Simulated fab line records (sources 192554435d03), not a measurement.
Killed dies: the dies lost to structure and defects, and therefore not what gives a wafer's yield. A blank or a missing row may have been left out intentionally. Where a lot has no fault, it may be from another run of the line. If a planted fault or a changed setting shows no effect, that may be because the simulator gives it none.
fab line records    flow n5-finfet
[record] lots = 7  wafers = 21  last-day = 16
route steps=1938 shown BEOL_M5@1186 BEOL_M6@1194
lots with no fault: from the same line, run without faults
start-h: hours from the record's first day to the start of the lot's first wafer shown    wait-h: time in hours since the lot's previous step    " unchanged from the row above    L1.1+2: a single row standing in for several wafers    - either no value or no given start    * or withheld: withheld    < > ~ a bound
route shown NAME@n: names a module that has steps shown in the file, with the first one's number in the route    usual: average and standard deviation across the fault-free wafers    same: alike in all rows    chamber/n: place in a boat    sites: readings site by site    _std_site: their standard deviation    _edge_site: mean of outer sites minus mean of inner sites    radius-mm: how far each site lies from the wafer's centre    mask NAME#n: copy n    behind: tool/chamber where the wafer was last shaped    hold: why the lot went on hold/how many hours it stayed there/how the hold came to an end    device: whichever transistor did not switch (one of n, p or np)    end of line: the route-end tests of the same wafers    a step given without rows: its recipe and nothing more    killed: not the wafer's yield, but the dies lost to structure and defects at the first sort    map: a wafer's dies, marking killed ones x, the rest . and places with no die _
set.NAME: the run value of the setting; set.NAME@STEP: its run value at that earlier step    model.NAME: the simulator's own value behind a step, which no gauge read
lots at some steps of the route; a table a step, a row a wafer
services: the hour from which a tool's chamber was out of use, counted from the record's first day as start-h (under 0 if before that day), plus the number of hours and why
[[steps]]
[step N5_BEOL_M5_CMP_52]
[recipe] stop-on = SiCOH_lowk  t-overpolish-s = 6.9  down-force-psi = 1  platen-rpm = 50  clearing-platen-down-force-psi = 1.5  clearing-platen-rpm = 50  post-cmp-clean = cu-alkaline  target-thk-nm = 62  clearing-platen-pad-velocity-m-s = 0.99484  pad-velocity-m-s = 0.99484
[step N5_BEOL_M5_THK_MEAS_53]
[recipe] thk-meas-gauge = xrf  reads = Cu_of_BEOL_M5_ECD_50
[usual] M5_THK = 61.3/1.8
lot.wafer  tool           chamber  start-h  wait-h  M5_THK[nm]
L172.3     film-metro-02  -        169.99   -       63.7
L172.5     "              -        "        "       61.9
L172.6     "              -        "        "       60.0
L173.1     film-metro-02  -        188.61   -       61.2
L173.2     "              -        "        "       60.9
L173.5     "              -        "        "       61.1
L180.3     film-metro-01  -        221.11   -       63.8
L180.4     "              -        "        "       59.3
L180.5     "              -        "        "       60.5
L181.3     film-metro-02  -        228.41   -       63.9
L181.4     "              -        "        "       64.7
L181.6     "              -        "        "       63.6
L182.1     film-metro-02  -        236.13   -       59.4
L182.3     "              -        "        "       61.6
L182.6     "              -        "        "       63.3
L186.2     film-metro-01  -        263.15   -       62.5
L186.4     "              -        "        "       63.4
L186.5     "              -        "        "       63.4
L192.1     film-metro-01  -        298.09   -       61.4
L192.3     "              -        "        "       61.0
L192.5     "              -        "        "       60.4
[step N5_BEOL_M5_PRE_CLEAN_77]
[recipe] gas = NH3/H2  time-s = 15  temp-c = *  rf-power-w = 300
[step N5_BEOL_M5_CO_CAP_78]
[recipe] material = Co  target-thk-a = 20  temp-c = 200  precursor = CCTBA/H2  pressure-torr = 30  time-s = 102.1
[usual] heater-power-outer-w = 123/11  heater-power-w = 231/17
[same] time-s = 102.1
lot.wafer  tool       chamber  start-h  wait-h  heater-power-outer-w  heater-power-w
L172.3     cvd-co-01  1        170.09   0.0     124                   237
L172.5     "          2        "        "       124                   220
L172.6     "          0        "        "       103                   207
L173.1     cvd-co-01  1        188.68   0.0     125                   241
L173.2     "          2        "        "       124                   215
L173.5     "          0        "        "       104                   204
L180.3     cvd-co-02  2        221.19   0.0     131                   241
L180.4     "          0        "        "       138                   245
L180.5     "          1        "        "       113                   208
L181.3     cvd-co-01  0        228.63   0.0     102                   214
L181.4     "          0        "        "       102                   213
L181.6     "          1        "        "       131                   243
L182.1     cvd-co-01  1        236.29   0.0     124                   236
L182.3     "          2        "        "       120                   224
L182.6     "          1        "        "       126                   239
L186.2     cvd-co-01  1        263.23   0.0     126                   234
L186.4     "          1        "        "       126                   237
L186.5     "          2        "        "       123                   220
L192.1     cvd-co-02  1        298.16   0.0     115                   202
L192.3     "          2        "        "       129                   241
L192.5     "          1        "        "       110                   212
[step N5_BEOL_M5_PRE_CLEAN_55]
[recipe] gas = NH3  time-s = 15  temp-c = withheld  rf-power-w = 300
[step N5_BEOL_M5_DEP_56]
[recipe] material = SiCN  target-thk-a = 80  temp-c = withheld  precursor = 3MS/NH3  pressure-torr = 3  rf-w = 202  time-s = 14
[usual] chamber-pressure-Torr = 3.000/0.0063  rf-fwd-power-W = 199.7/0.76  showerhead-plenum-p-Torr = 3.668/0.014  throttle-valve-pct = 9.4/0.66
[same] time-s = 14
lot.wafer  tool      chamber  start-h  wait-h  chamber-pressure-Torr  rf-fwd-power-W  showerhead-plenum-p-Torr  throttle-valve-pct
L172.3     pecvd-02  1        170.21   0.0     3.002                  200.6           3.671                     9.2
L172.5     "         1        "        "       2.998                  199.7           3.667                     9.3
L172.6     "         0        "        "       3.009                  198.8           3.668                     9.8
L173.1     pecvd-03  1        188.80   0.0     3.001                  198.5           3.669                     9.5
L173.2     "         2        "        "       3.005                  201.0           3.667                     8.6
L173.5     "         2        "        "       2.994                  200.0           3.665                     8.8
L180.3     pecvd-03  0        221.30   0.0     2.997                  200.3           3.671                     9.4
L180.4     "         1        "        "       2.999                  198.6           3.667                     9.6
L180.5     "         2        "        "       2.997                  200.5           3.672                     8.7
L181.3     pecvd-01  0        228.78   0.0     3.010                  198.6           3.643                     8.8
L181.4     "         1        "        "       2.995                  198.3           3.692                     10.6
L181.6     "         1        "        "       3.000                  200.2           3.687                     10.9
L182.1     pecvd-01  0        236.40   0.0     3.001                  199.2           3.652                     8.8
L182.3     "         2        "        "       3.001                  198.5           3.655                     8.8
L182.6     "         2        "        "       2.998                  199.9           3.655                     8.7
L186.2     pecvd-03  0        263.35   0.0     3.008                  199.1           3.676                     9.1
L186.4     "         1        "        "       3.010                  198.1           3.666                     9.4
L186.5     "         2        "        "       2.995                  200.7           3.681                     8.5
L192.1     pecvd-01  1        298.29   0.0     2.988                  199.4           3.690                     10.6
L192.3     "         1        "        "       2.999                  199.9           3.704                     10.4
L192.5     "         2        "        "       3.004                  199.7           3.665                     9.0
[step N5_BEOL_M5_RS_MEAS_57]
[recipe] thk-meas-gauge = four-point-probe  reads = Co_of_BEOL_M5_CO_CAP_78+Cu_of_BEOL_M5_ECD_50+Co_of_BEOL_M5_CVD_47+TaN_of_BEOL_M5_ALD_86
[usual] M5_RS = 0.395/0.014
lot.wafer  tool           chamber  start-h  wait-h  M5_RS[ohm/sq]
L172.3     film-metro-01  -        170.28   0.1     0.374
L172.5     "              -        "        "       0.385
L172.6     "              -        "        "       0.399
L173.1     film-metro-01  -        188.87   0.0     0.394
L173.2     "              -        "        "       0.396
L173.5     "              -        "        "       0.396
L180.3     film-metro-02  -        221.39   0.1     0.372
L180.4     "              -        "        "       0.404
L180.5     "              -        "        "       0.393
L181.3     film-metro-02  -        228.85   0.1     0.376
L181.4     "              -        "        "       0.369
L181.6     "              -        "        "       0.381
L182.1     film-metro-02  -        236.47   0.0     0.409
L182.3     "              -        "        "       0.394
L182.6     "              -        "        "       0.379
L186.2     film-metro-02  -        263.41   0.1     0.384
L186.4     "              -        "        "       0.380
L186.5     "              -        "        "       0.381
L192.1     film-metro-01  -        298.38   0.1     0.392
L192.3     "              -        "        "       0.394
L192.5     "              -        "        "       0.399
[step N5_BEOL_M5_INSPECT_58]
[recipe] inspect-instrument = darkfield  mode = post-dep
[usual] raw-defect-count = 67/22
lot.wafer  tool               chamber  start-h  wait-h  raw-defect-count
L172.3     defect-inspect-02  -        170.30   0.0     58
L172.5     "                  -        "        "       60
L172.6     "                  -        "        "       46
L173.1     defect-inspect-01  -        188.89   0.0     45
L173.2     "                  -        "        "       60
L173.5     "                  -        "        "       104
L180.3     defect-inspect-01  -        221.41   0.0     49
L180.4     "                  -        "        "       59
L180.5     "                  -        "        "       42
L181.3     defect-inspect-02  -        228.87   0.0     56
L181.4     "                  -        "        "       59
L181.6     "                  -        "        "       49
L182.1     defect-inspect-01  -        236.50   0.0     58
L182.3     "                  -        "        "       40
L182.6     "                  -        "        "       46
L186.2     defect-inspect-02  -        263.44   0.0     41
L186.4     "                  -        "        "       45
L186.5     "                  -        "        "       28
L192.1     defect-inspect-02  -        298.40   0.0     127
L192.3     "                  -        "        "       82
L192.5     "                  -        "        "       70
[step N5_BEOL_M6_ILD_DEP_00]
[recipe] material = SiCOH_lowk  target-thk-a = 1797.5  temp-c = 300  precursor = DEMS/porogen  pressure-torr = 5  rf-w = 500  time-s = 33.4
[step N5_BEOL_M6_CURE_74]
[recipe] temp-c = 385  time-s = 240  ambient = He/Ar  material = SiCOH_lowk
[step N5_BEOL_M6_THK_MEAS_01]
[recipe] reads = SiCOH_lowk_of_BEOL_M6_ILD_DEP_00
[usual] M6_ILD_THK = 155.4/2.8
lot.wafer  tool           chamber  start-h  wait-h  M6_ILD_THK[nm]
L172.3     film-metro-02  -        170.92   0.3     157.2
L172.5     "              -        "        "       158.1
L172.6     "              -        "        "       158.8
L173.1     film-metro-02  -        189.51   0.4     152.3
L173.2     "              -        "        "       153.8
L173.5     "              -        "        "       151.9
L180.3     film-metro-01  -        222.03   0.3     155.3
L180.4     "              -        "        "       158.7
L180.5     "              -        "        "       159.0
L181.3     film-metro-01  -        229.51   0.3     152.2
L181.4     "              -        "        "       155.4
L181.6     "              -        "        "       153.5
L182.1     film-metro-01  -        237.11   0.4     154.9
L182.3     "              -        "        "       153.4
L182.6     "              -        "        "       150.9
L186.2     film-metro-02  -        264.14   0.4     149.9
L186.4     "              -        "        "       157.0
L186.5     "              -        "        "       157.6
L192.1     film-metro-02  -        299.02   0.4     155.3
L192.3     "              -        "        "       154.2
L192.5     "              -        "        "       158.6
[step N5_BEOL_M6_PECVD_70]
[recipe] material = SiO2  target-thk-a = 200  temp-c = 400  precursor = TEOS/O2  pressure-torr = 5.5  rf-w = 450  teos-flow-sccm = 53.8  gas = O2  flow-sccm = 3000  time-s = 22.7
[usual] heater-power-outer-w = 377/58  heater-power-w = 654/70  showerhead-plenum-p-Torr = 8.79/0.059  throttle-valve-pct = 23.1/1.3
[same] time-s = 22.7
lot.wafer  tool      chamber  start-h  wait-h  heater-power-outer-w  heater-power-w  showerhead-plenum-p-Torr  throttle-valve-pct
L172.3     pecvd-01  1        170.95   0.0     489                   785             8.92                      26.2
L172.5     "         2        "        "       368                   597             8.80                      23.1
L172.6     "         1        "        "       494                   760             8.91                      26.2
L173.1     pecvd-03  2        189.54   0.0     336                   605             8.81                      21.2
L173.2     "         1        "        "       430                   737             8.82                      23.6
L173.5     "         2        "        "       328                   609             8.77                      21.3
L180.3     pecvd-04  0        222.06   0.0     356                   670             8.78                      23.3
L180.4     "         1        "        "       435                   717             8.74                      24.8
L180.5     "         0        "        "       351                   645             8.77                      23.5
L181.3     pecvd-03  2        229.54   0.0     290                   550             8.83                      21.1
L181.4     "         0        "        "       318                   613             8.81                      22.9
L181.6     "         1        "        "       347                   603             8.78                      23.7
L182.1     pecvd-01  1        237.15   0.0     456                   733             8.91                      26.1
L182.3     "         0        "        "       300                   524             8.71                      22.3
L182.6     "         1        "        "       478                   753             8.92                      26.1
L186.2     pecvd-03  2        264.18   0.0     339                   617             8.81                      21.8
L186.4     "         1        "        "       440                   728             8.81                      23.6
L186.5     "         0        "        "       327                   613             8.82                      22.7
L192.1     pecvd-03  2        299.05   0.0     273                   527             8.82                      21.7
L192.3     "         1        "        "       352                   613             8.77                      23.7
L192.5     "         2        "        "       271                   520             8.81                      21.8
[step N5_BEOL_M6_HM_DEP_02]
[recipe] material = TiN  target-thk-a = 200  temp-c = 25  chamber-pressure-pa = 0.49996
[usual] chamber-pressure-pa = 0.5000/0.0011  substrate-temp-c = 25.00/0.11  throttle-valve-pct = 29.6/0.94
lot.wafer  tool            chamber  start-h  wait-h  chamber-pressure-pa  substrate-temp-c  throttle-valve-pct
L172.3     pvd-sputter-03  -        172.00   1.0     0.4997               25.24             29.8
L172.5     "               -        "        "       0.5005               24.93             29.7
L172.6     "               -        "        "       0.4988               24.88             30.6
L173.1     pvd-sputter-03  -        191.24   1.7     0.5013               25.05             30.4
L173.2     "               -        "        "       0.4989               25.00             29.7
L173.5     "               -        "        "       0.4992               24.78             29.7
L180.3     pvd-sputter-02  -        222.83   0.7     -                    -                 -
L180.4     "               -        "        "       -                    -                 -
L180.5     "               -        "        "       -                    -                 -
L181.3     pvd-sputter-01  -        230.70   1.1     -                    -                 -
L181.4     "               -        "        "       -                    -                 -
L181.6     "               -        "        "       -                    -                 -
L182.1     pvd-sputter-03  -        238.08   0.9     -                    -                 -
L182.3     "               -        "        "       -                    -                 -
L182.6     "               -        "        "       -                    -                 -
L186.2     pvd-sputter-03  -        265.56   1.4     0.5001               25.02             28.0
L186.4     "               -        "        "       0.5003               24.99             29.5
L186.5     "               -        "        "       0.5000               24.96             29.8
L192.1     pvd-sputter-02  -        299.70   0.6     0.4995               24.88             29.2
L192.3     "               -        "        "       0.4994               24.94             29.2
L192.5     "               -        "        "       0.5002               25.06             29.7
[step N5_BEOL_M6_COAT_59]
[recipe] resist = SOC  temp-c = 250  time-s = 60  spin-rpm = 1500  resist-thk-nm = 100
[step N5_BEOL_M6_COAT_60]
[recipe] resist = SiARC  temp-c = 220  time-s = 60  spin-rpm = 1500  resist-thk-nm = 35
[step N5_BEOL_M6_COAT_05]
[recipe] resist = CAR-ArF  spin-rpm = 1500  resist-thk-nm = 90
[step N5_BEOL_M6_EBR_07]
[recipe] solvent = PGMEA  ebr-width-mm = 1.5
[step N5_BEOL_M6_SOFTBAKE_06]
[recipe] temp-c = 110  time-s = 60  resist = CAR-ArF
[step N5_BEOL_M6_EXPOSE_08]
[recipe] mask-id = M6  na = 1.35  source-shape = dipole  sigma-inner = 0.817  sigma-outer = 0.97  polarization = te  dose-mj = 68.25
[step N5_BEOL_M6_PEB_09]
[recipe] peb-temp-c = withheld  peb-time-s = 60  resist = CAR-ArF
[step N5_BEOL_M6_DEVELOP_10]
[recipe] develop-time-s = 30  developer = TMAH  resist = CAR-ArF  rinse-liquid = diw  dry = air-spin  dev-temp-c = 23
[step N5_BEOL_M6_CD_MEAS_11]
[recipe] target-cd-nm = 38.5  landing-energy-ev = 500  detector = se-inlens  polarity = opening
[usual] cd-nm = 38.8/0.56
[same] landing-energy-ev = 500
lot.wafer  tool       chamber  start-h  wait-h  cd-nm
L172.3     cd-sem-03  0        172.50   -       38.7
L172.5     "          0        "        "       38.4
L172.6     "          0        "        "       38.4
L173.1     cd-sem-03  0        191.74   -       39.5
L173.2     "          0        "        "       38.5
L173.5     "          0        "        "       39.2
L180.3     cd-sem-03  0        223.20   -       39.3
L180.4     "          0        "        "       39.1
L180.5     "          0        "        "       38.2
L181.3     cd-sem-03  0        231.20   -       38.8
L181.4     "          0        "        "       39.1
L181.6     "          0        "        "       39.1
L182.1     cd-sem-02  0        238.57   -       38.4
L182.3     "          0        "        "       37.6
L182.6     "          0        "        "       38.0
L186.2     cd-sem-01  0        266.06   -       38.3
L186.4     "          0        "        "       38.9
L186.5     "          0        "        "       38.6
L192.1     cd-sem-02  0        300.08   -       38.6
L192.3     "          0        "        "       38.6
L192.5     "          0        "        "       38.3
[step N5_BEOL_M6_OVL_MEAS_12]
[recipe] points-per-wafer = 44
[usual] M6_OVL = 0.0/0.71
lot.wafer  tool        chamber  start-h  wait-h  M6_OVL[nm]
L172.3     overlay-02  0        172.53   0.0     -0.3
L172.5     "           0        "        "       -0.5
L172.6     "           0        "        "       0.9
L173.1     overlay-01  0        191.77   0.0     -0.4
L173.2     "           0        "        "       1.0
L173.5     "           0        "        "       -1.0
L180.3     overlay-01  0        223.23   0.0     -0.1
L180.4     "           0        "        "       -0.3
L180.5     "           0        "        "       0.5
L181.3     overlay-02  0        231.23   0.0     0.1
L181.4     "           0        "        "       0.3
L181.6     "           0        "        "       1.3
L182.1     overlay-01  0        238.61   0.0     -1.2
L182.3     "           0        "        "       -1.0
L182.6     "           0        "        "       0.5
L186.2     overlay-01  0        266.09   0.0     -0.7
L186.4     "           0        "        "       0.2
L186.5     "           0        "        "       1.7
L192.1     overlay-01  0        300.11   0.0     1.0
L192.3     "           0        "        "       1.5
L192.5     "           0        "        "       0.8
[step N5_BEOL_M6_INSPECT_13]
[recipe] mode = adi  inspect-instrument = brightfield
[usual] raw-defect-count = 381/89
lot.wafer  tool               chamber  start-h  wait-h  raw-defect-count
L172.3     defect-inspect-02  -        172.55   0.0     268
L172.5     "                  -        "        "       303
L172.6     "                  -        "        "       195
L173.1     defect-inspect-02  -        191.79   0.0     528
L173.2     "                  -        "        "       442
L173.5     "                  -        "        "       508
L180.3     defect-inspect-02  -        223.26   0.0     162
L180.4     "                  -        "        "       242
L180.5     "                  -        "        "       170
L181.3     defect-inspect-02  -        231.25   0.0     244
L181.4     "                  -        "        "       279
L181.6     "                  -        "        "       288
L182.1     defect-inspect-02  -        238.63   0.0     263
L182.3     "                  -        "        "       192
L182.6     "                  -        "        "       257
L186.2     defect-inspect-02  -        266.11   0.0     335
L186.4     "                  -        "        "       356
L186.5     "                  -        "        "       209
L192.1     defect-inspect-01  -        300.13   0.0     436
L192.3     "                  -        "        "       591
L192.5     "                  -        "        "       362
[step N5_BEOL_M6_DESCUM_16]
[recipe] chemistry = O2  time-s = 7.9  source-power-w = 50  bias-power-w = 20  pressure-mtorr = 20  rf-frequency-hz = 2.712e+07  temp-c = 40  resist = CAR-ArF  o2-flow-sccm = 225
[step N5_BEOL_M6_ETCH_61]
[recipe] chemistry = CF4  target = SiARC  target-depth-a = 455  mask-material = CAR-ArF  time-s = 75.8  ion-energy-ev = 80  pressure-mtorr = 40  source-w = 545  bias-w = 36  Ar_flow_sccm = 100  cf4-flow-sccm = 100  ends = cleared
[usual] drypump-motor-current-A = 5.8/0.49  etch-rf-on-time-s = 75.4/1.9  mfc-ar-sccm = 100.04/0.27  oes-product-au = 0.65/0.068  rf-vpp-V = 184.3/1.3  showerhead-plenum-p-Torr = 2.17/0.087  throttle-valve-pct = 15.70/0.21
lot.wafer  tool         chamber  start-h  wait-h  drypump-motor-current-A  etch-rf-on-time-s  mfc-ar-sccm  oes-product-au  rf-hours-counter-h  rf-vpp-V  showerhead-plenum-p-Torr  throttle-valve-pct
L172.3     rie-diel-03  0        172.62   0.0     6.3                      77.1               99.76        0.61            178                 185.9     2.22                      15.90
L172.5     "            3        "        "       5.6                      77.5               100.77       0.58            -                   183.3     2.23                      16.18
L172.6     "            2        "        "       6.0                      73.1               100.32       0.67            -                   181.9     2.06                      15.56
L173.1     rie-diel-03  2        193.16   0.0     6.0                      72.1               100.32       0.67            155                 182.1     2.05                      15.59
L173.2     "            3        "        "       5.6                      77.4               99.96        0.58            211                 184.7     2.23                      16.20
L173.5     "            0        "        "       6.3                      77.6               100.35       0.60            -                   183.7     2.21                      15.91
L180.3     rie-diel-01  3        224.47   0.0     5.7                      76.3               100.43       0.62            209                 184.0     2.20                      15.69
L180.4     "            1        "        "       5.7                      75.2               99.75        0.60            219                 182.4     2.04                      15.66
L180.5     "            0        "        "       6.5                      74.2               100.09       0.69            -                   184.7     2.17                      15.44
L181.3     rie-diel-01  0        231.82   0.0     6.5                      74.9               100.34       0.68            95                  182.7     2.17                      15.44
L181.4     "            3        "        "       5.7                      76.0               99.73        0.61            213                 184.2     2.20                      15.71
L181.6     "            1        "        "       5.7                      75.5               100.44       0.60            -                   183.0     2.04                      15.65
L182.1     rie-diel-01  2        238.70   0.0     5.1                      75.1               99.77        0.78            39                  185.4     2.28                      15.71
L182.3     "            3        "        "       5.6                      75.1               100.07       0.62            216                 184.9     2.20                      15.73
L182.6     "            0        "        "       6.5                      73.7               100.04       0.68            -                   183.7     2.17                      15.45
L186.2     rie-diel-03  0        266.18   0.0     6.3                      79.1               99.88        0.58            224                 186.2     2.20                      15.98
L186.4     "            2        "        "       6.0                      73.1               100.29       0.64            192                 183.3     2.04                      15.67
L186.5     "            3        "        "       5.6                      78.1               99.96        0.56            -                   185.3     2.21                      16.27
L192.1     rie-diel-01  3        300.40   0.0     5.6                      76.6               99.67        0.60            240                 184.2     2.19                      15.73
L192.3     "            0        "        "       6.5                      75.4               100.15       0.66            122                 185.2     2.17                      15.50
L192.5     "            1        "        "       5.8                      76.4               99.81        0.58            -                   182.9     2.03                      15.70
[step N5_BEOL_M6_ETCH_62]
[recipe] chemistry = N2/H2  target = SOC  target-depth-a = 1100  overetch-a = 220  mask-material = SiARC  temp-c = 40  time-s = 165  ion-energy-ev = 200  pressure-mtorr = 30  source-w = 840  bias-w = 150  n2-flow-sccm = 200  h2-flow-sccm = 200
[step N5_BEOL_M6_STRIP_68]
[recipe] chemistry = N2/H2  temp-c = 40  n2-flow-sccm = 200  h2-flow-sccm = 200  rf-frequency-hz = 6e+07
[step N5_BEOL_M6_STRIP_67]
[recipe] chemistry = CF4  resist = SiARC  power-w = 300  bias-power-w = 75  pressure-mtorr = 50  cf4-flow-sccm = 150  rf-frequency-hz = 6e+07
[usual] drypump-motor-current-A = 5.8/0.48  oes-product-au = 0.76/0.075  rf-vpp-V = 271.5/1.7  showerhead-plenum-p-Torr = 1.82/0.075  throttle-valve-pct = 13.67/0.23
lot.wafer  tool         chamber  start-h  wait-h  drypump-motor-current-A  oes-product-au  rf-hours-counter-h  rf-vpp-V  showerhead-plenum-p-Torr  throttle-valve-pct
L172.3     rie-diel-03  0        172.82   0.0     6.3                      0.72            178                 272.4     1.86                      13.89
L172.5     "            3        "        "       5.6                      0.70            -                   272.0     1.88                      14.18
L172.6     "            2        "        "       6.0                      0.78            -                   270.0     1.72                      13.54
L173.1     rie-diel-03  2        193.36   0.0     6.0                      0.76            155                 271.8     1.72                      13.58
L173.2     "            3        "        "       5.6                      0.69            211                 271.7     1.88                      14.18
L173.5     "            0        "        "       6.2                      0.71            -                   273.2     1.86                      13.92
L180.3     rie-diel-01  3        224.68   0.0     5.7                      0.72            209                 273.5     1.84                      13.68
L180.4     "            1        "        "       5.7                      0.71            219                 268.8     1.71                      13.65
L180.5     "            0        "        "       6.5                      0.80            -                   271.8     1.81                      13.37
L181.3     rie-diel-01  0        232.02   0.0     6.6                      0.80            95                  271.3     1.81                      13.37
L181.4     "            3        "        "       5.7                      0.72            213                 273.2     1.84                      13.70
L181.6     "            1        "        "       5.8                      0.70            -                   270.2     1.71                      13.65
L182.1     rie-diel-01  2        238.90   0.0     5.0                      0.90            39                  272.8     1.92                      13.65
L182.3     "            3        "        "       5.7                      0.72            216                 271.8     1.84                      13.69
L182.6     "            0        "        "       6.5                      0.79            -                   272.2     1.81                      13.38
L186.2     rie-diel-03  0        266.38   0.0     6.2                      0.69            224                 270.6     1.85                      13.99
L186.4     "            2        "        "       6.0                      0.74            192                 270.0     1.71                      13.67
L186.5     "            3        "        "       5.6                      0.67            -                   271.0     1.87                      14.27
L192.1     rie-diel-01  3        300.61   0.0     5.6                      0.70            240                 270.9     1.83                      13.76
L192.3     "            0        "        "       6.5                      0.77            123                 271.3     1.81                      13.42
L192.5     "            1        "        "       5.8                      0.68            -                   269.4     1.70                      13.70
[step N5_BEOL_M6_HM_OPEN_17]
[recipe] chemistry = Cl2/BCl3  target-depth-a = 200  overetch-a = 60  target = TiN  mask-material = SOC  ion-energy-ev = 150  pressure-mtorr = 10  icp-w = 1000  bias-w = 126  Cl2_flow_sccm = 53.25  bcl3-flow-sccm = 21.75  Ar_flow_sccm = 25
[usual] drypump-motor-current-A = 5.8/0.58  mfc-ar-sccm = 25.00/0.078  oes-product-au = 0.65/0.074  throttle-valve-pct = 22.31/0.11
lot.wafer  tool          chamber  start-h  wait-h  drypump-motor-current-A  mfc-ar-sccm  oes-product-au  rf-hours-counter-h  throttle-valve-pct  model.etch.depth-nm
L172.3     rie-metal-02  0        172.92   0.1     5.5                      25.13        0.53            -                   22.29               20.22
L172.5     "             0        "        "       5.5                      25.05        0.53            -                   22.28               19.99
L172.6     "             0        "        "       5.5                      24.91        0.53            -                   22.28               20.21
L173.1     rie-metal-02  0        193.40   0.0     5.5                      25.05        0.53            110                 22.28               19.93
L173.2     "             1        "        "       6.5                      25.14        0.81            1                   22.46               20.12
L173.5     "             1        "        "       6.4                      24.94        0.81            -                   22.45               20.19
L180.3     rie-metal-01  1        224.75   0.1     5.5                      24.92        0.24            -                   22.93               0
L180.4     "             0        "        "       5.4                      24.89        0.30            -                   22.96               0
L180.5     "             0        "        "       5.4                      25.00        0.30            -                   22.96               0
L181.3     rie-metal-03  1        232.09   0.1     6.6                      25.03        0.30            -                   23.00               0
L181.4     "             0        "        "       5.2                      25.03        0.30            -                   22.80               0
L181.6     "             0        "        "       5.2                      24.94        0.30            -                   22.79               0
L182.1     rie-metal-03  0        238.94   0.0     5.2                      25.06        0.30            34                  22.80               0
L182.3     "             0        "        "       5.2                      25.06        0.30            -                   22.79               0
L182.6     "             1        "        "       6.6                      24.94        0.29            -                   23.00               0
L186.2     rie-metal-03  1        266.42   0.0     6.6                      24.96        0.65            47                  22.36               19.74
L186.4     "             0        "        "       5.2                      25.05        0.68            -                   22.18               19.67
L186.5     "             1        "        "       6.6                      24.99        0.64            -                   22.35               19.71
L192.1     rie-metal-02  1        300.65   0.0     6.4                      25.02        0.74            12                  22.50               20.27
L192.3     "             1        "        "       6.5                      24.92        0.75            -                   22.46               20.76
L192.5     "             1        "        "       6.5                      25.04        0.74            -                   22.48               20.36
[step N5_BEOL_M6_STRIP_19]
[recipe] chemistry = O2  power-w = 400  temp-c = 40  pressure-mtorr = 30  rf-frequency-hz = 6e+07  bias-power-w = 0  overash-fraction = 0.2  o2-flow-sccm = 225
[step N5_BEOL_M6_CD_MEAS_18]
[recipe] pitch-nm = 80  target-cd-nm = 40
[usual] cd-nm = 40.2/0.66
lot.wafer  tool       chamber  start-h  wait-h  cd-nm
L172.3     cd-sem-03  -        173.31   0.1     40.4
L172.5     "          -        "        "       39.9
L172.6     "          -        "        "       40.6
L173.1     cd-sem-03  -        193.68   0.0     41.2
L173.2     "          -        "        "       40.1
L173.5     "          -        "        "       40.3
L180.3     cd-sem-03  -        225.02   0.1     -
L180.4     "          -        "        "       -
L180.5     "          -        "        "       -
L181.3     cd-sem-03  -        232.29   0.1     -
L181.4     "          -        "        "       -
L181.6     "          -        "        "       -
L182.1     cd-sem-02  -        239.17   0.0     -
L182.3     "          -        "        "       -
L182.6     "          -        "        "       -
L186.2     cd-sem-01  -        266.61   0.1     39.9
L186.4     "          -        "        "       41.2
L186.5     "          -        "        "       38.9
L192.1     cd-sem-01  -        301.04   0.0     40.1
L192.3     "          -        "        "       40.2
L192.5     "          -        "        "       39.8
[step N5_BEOL_M6_COAT_63]
[recipe] resist = SOC  temp-c = 250  time-s = 60  spin-rpm = 1500  resist-thk-nm = 60
[[services]]
tool          chamber  start-h  hours  kind
pecvd-01      0        148.23   5.5    scheduled-down
rie-diel-03   0        159.33   1.3    repair
pecvd-03      -        164.72   2.6    repair
pecvd-03      0        172.87   5.5    scheduled-down
cvd-co-02     0        174.69   6.3    repair
rie-metal-02  -        177.63   0.5    repair
rie-diel-03   1        185.26   8.8    repair
pecvd-01      2        193.53   5.5    scheduled-down
rie-diel-03   3        194.43   6.1    repair
rie-metal-01  -        195.47   1.3    repair
pecvd-04      0        198.77   11.6   repair
pecvd-01      2        202.38   -      clean
pecvd-02      -        212.28   0.4    repair
cvd-co-01     -        219.58   0.3    repair
cvd-co-02     -        221.99   6.9    pm
pecvd-02      -        245.19   5.5    pm
cvd-co-02     -        264.23   0.8    repair
rie-diel-03   3        280.33   -      clean
rie-diel-03   3        280.33   -      consumable-replace:focus-ring
rie-diel-03   3        280.33   19.1   scheduled-down
rie-diel-03   3        280.33   19.1   vent-cycle
pecvd-02      2        292.67   13.2   repair
pecvd-01      0        296.42   5.3    repair
rie-diel-01   2        299.64   2.8    repair
[[key]]
[first-sign] step = N5_BEOL_M6_HM_DEP_02  reading = tool-record  direction = missing
[effect] step = N5_BEOL_M6_HM_OPEN_17  reading = oes-product-au  direction = down  sigmas = 4.9  usual = 0.65  struck = 0.29
[effect] step = N5_BEOL_M6_CD_MEAS_18  reading = cd-nm  direction = missing
[model-effect] step = N5_BEOL_M6_HM_OPEN_17  value = etch.depth-nm  without = 19.95  struck = 0
met-at N5_BEOL_M6_HM_DEP_02
struck-wafers L180.3,L180.4,L180.5,L181.3,L181.4,L181.6,L182.1,L182.3,L182.6
later-rows-left-out L180.3,L180.4,L180.5,L181.3,L181.4,L181.6,L182.1,L182.3,L182.6
sort-left-out L180.3,L180.4,L180.5,L181.3,L181.4,L181.6,L182.1,L182.3,L182.6
onset-between 191.24 222.83
[fault] kind = skipped-step-whole  tool = pvd-sputter-01,pvd-sputter-02,pvd-sputter-03  chamber = -  onset-h = 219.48  steps = N5_BEOL_M6_HM_DEP_02  scope = struck-lots-only
// sort-left-out: the simulated sort isn't trusted on such a fault, so these wafers' sort isn't shown, and their yield isn't known
// later-rows-left-out: the simulator's readings of these wafers behind a module that went badly wrong aren't trusted and aren't shown, but for the sort
